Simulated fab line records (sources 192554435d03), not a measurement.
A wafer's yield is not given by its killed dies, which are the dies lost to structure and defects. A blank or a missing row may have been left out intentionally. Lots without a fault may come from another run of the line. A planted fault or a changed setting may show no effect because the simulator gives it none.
Matching of chambers + flow n5Finfet + 4 sister chambers for N5_FIN_SAQP_STRIP_70 on rieDiel-04
The step strips in N2/H2. 4 wafers are shown with their chamber, then 7 later ones without.

== EACH WAFER AND ITS CHAMBER ==
| wafer  | chamber | showerheadPlenumPTorr (Torr) |
|--------|---------|------------------------------|
| L076.5 | 3       | 3.16                         |
| L077.5 | 2       | 3.50                         |
| L080.1 | 1       | 3.58                         |
| L080.3 | 0       | 3.29                         |

== WAFERS WITH NO CHAMBER GIVEN ==
| wafer  | showerheadPlenumPTorr (Torr) |
|--------|------------------------------|
| L080.5 | 3.58                         |
| L082.1 | 3.58                         |
| L082.4 | 3.57                         |
| L082.5 | 3.58                         |
| L084.1 | 3.49                         |
| L084.4 | 3.28                         |
| L084.5 | 3.28                         |

== THE CHAMBER EACH PASSED THROUGH ==
| wafer  | from the rows above | in truth                   |
|--------|---------------------|----------------------------|
| L080.5 | 1                   | 1                          |
| L082.1 | 1                   | 1                          |
| L082.4 | 1                   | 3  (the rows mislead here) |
| L082.5 | 1                   | 1                          |
| L084.1 | 2                   | 2                          |
| L084.4 | 0                   | 0                          |
| L084.5 | 0                   | 0                          |
Correctly placed: 6 of 7. Not placeable from these rows: 0. Placed wrongly: 1.
How it was worked out, from the rows above alone: a wafer's distance from a chamber is the root of the sum, over the readings, of the square of ((its reading less the chamber's mean) divided by the reading's scatter). If the next closest chamber is less than 2 further off than the closest, the wafer can't be placed; otherwise it belongs to the closest. The mean given for a chamber averages the wafers shown for that chamber. The scatter (one wafer shown for each chamber): square how far every hidden wafer sits from the nearest shown wafer, average those squares and take the square root.
